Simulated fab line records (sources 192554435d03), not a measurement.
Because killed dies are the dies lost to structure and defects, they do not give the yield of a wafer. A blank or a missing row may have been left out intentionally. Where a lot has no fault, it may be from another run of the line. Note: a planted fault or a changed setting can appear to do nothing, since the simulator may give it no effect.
Chamber matching :: flow n5-finfet :: rie-diel-06 running N5_BEOL_M13_DESCUM_33: 4 sister chambers
The step chemistry O2, time 7.9 s. 14 wafers are shown with their chamber, then 7 later ones without.

== WAFERS, EACH WITH ITS CHAMBER ==
wafer: L409.1
chamber: 2
throttle-valve-pct (%): 20.18
drypump-motor-current-A (A): 5.3
showerhead-plenum-p-Torr (Torr): 2.13

wafer: L409.2
chamber: 3
throttle-valve-pct (%): 20.40
drypump-motor-current-A (A): 4.9
showerhead-plenum-p-Torr (Torr): 2.04

wafer: L409.6
chamber: 3
throttle-valve-pct (%): 20.41
drypump-motor-current-A (A): 4.9
showerhead-plenum-p-Torr (Torr): 2.04

wafer: L410.3
chamber: 3
throttle-valve-pct (%): 20.41
drypump-motor-current-A (A): 4.9
showerhead-plenum-p-Torr (Torr): 2.04

wafer: L410.4
chamber: 1
throttle-valve-pct (%): 19.90
drypump-motor-current-A (A): 5.8
showerhead-plenum-p-Torr (Torr): 2.04

wafer: L410.6
chamber: 2
throttle-valve-pct (%): 20.21
drypump-motor-current-A (A): 5.3
showerhead-plenum-p-Torr (Torr): 2.13

wafer: L412.2
chamber: 2
throttle-valve-pct (%): 20.20
drypump-motor-current-A (A): 5.3
showerhead-plenum-p-Torr (Torr): 2.13

wafer: L412.3
chamber: 3
throttle-valve-pct (%): 20.41
drypump-motor-current-A (A): 4.9
showerhead-plenum-p-Torr (Torr): 2.04

wafer: L412.6
chamber: 1
throttle-valve-pct (%): 19.91
drypump-motor-current-A (A): 5.8
showerhead-plenum-p-Torr (Torr): 2.04

wafer: L423.1
chamber: 1
throttle-valve-pct (%): 19.93
drypump-motor-current-A (A): 5.8
showerhead-plenum-p-Torr (Torr): 2.03

wafer: L423.3
chamber: 0
throttle-valve-pct (%): 20.97
drypump-motor-current-A (A): 5.5
showerhead-plenum-p-Torr (Torr): 1.98

wafer: L423.6
chamber: 2
throttle-valve-pct (%): 20.24
drypump-motor-current-A (A): 5.4
showerhead-plenum-p-Torr (Torr): 2.12

wafer: L425.4
chamber: 0
throttle-valve-pct (%): 20.96
drypump-motor-current-A (A): 5.5
showerhead-plenum-p-Torr (Torr): 1.98

wafer: L425.5
chamber: 2
throttle-valve-pct (%): 20.24
drypump-motor-current-A (A): 5.4
showerhead-plenum-p-Torr (Torr): 2.12

SIGNATURES (means of the wafers above)
reading: throttle-valve-pct
chamber 0: 20.9650
chamber 1: 19.9133
chamber 2: 20.2140
chamber 3: 20.4075
scatter within a chamber: 0.0182

reading: drypump-motor-current-A
chamber 0: 5.500
chamber 1: 5.800
chamber 2: 5.340
chamber 3: 4.900
scatter within a chamber: 0.0346

reading: showerhead-plenum-p-Torr
chamber 0: 1.9800
chamber 1: 2.0367
chamber 2: 2.1260
chamber 3: 2.0400
scatter within a chamber: 0.00432
Rule: for a wafer and a chamber, the distance is found by dividing, reading by reading, the gap between the wafer's reading and the chamber's mean by the reading's scatter, squaring, summing and taking the root. If the next closest chamber is less than 2 further off than the closest, the wafer can't be placed; otherwise it belongs to the closest. How the scatter is found: for the shown wafers, subtract from each reading the mean of its chamber, square and add these, divide the total by (wafers less chambers), then take the root.

== WAFERS WITHOUT THEIR CHAMBER ==
wafer: L425.6
throttle-valve-pct (%): 19.93
drypump-motor-current-A (A): 5.7
showerhead-plenum-p-Torr (Torr): 2.03

wafer: L427.2
throttle-valve-pct (%): 19.94
drypump-motor-current-A (A): 5.8
showerhead-plenum-p-Torr (Torr): 2.03

wafer: L427.4
throttle-valve-pct (%): 20.45
drypump-motor-current-A (A): 4.9
showerhead-plenum-p-Torr (Torr): 2.03

wafer: L427.6
throttle-valve-pct (%): 20.96
drypump-motor-current-A (A): 5.5
showerhead-plenum-p-Torr (Torr): 1.98

wafer: L429.1
throttle-valve-pct (%): 20.27
drypump-motor-current-A (A): 5.3
showerhead-plenum-p-Torr (Torr): 2.11

wafer: L429.2
throttle-valve-pct (%): 20.98
drypump-motor-current-A (A): 5.5
showerhead-plenum-p-Torr (Torr): 1.97

wafer: L429.4
throttle-valve-pct (%): 19.96
drypump-motor-current-A (A): 5.7
showerhead-plenum-p-Torr (Torr): 2.03

== THE CHAMBER EACH PASSED THROUGH ==
wafer: L425.6
from the rows above: 1
in truth: 1

wafer: L427.2
from the rows above: 1
in truth: 1

wafer: L427.4
from the rows above: 3
in truth: 3

wafer: L427.6
from the rows above: 0
in truth: 0

wafer: L429.1
from the rows above: 2
in truth: 2

wafer: L429.2
from the rows above: 0
in truth: 0

wafer: L429.4
from the rows above: 1
in truth: 1
Correct placement for 7 of the 7. From these rows, 0 cannot be placed. Number placed wrongly: 0.
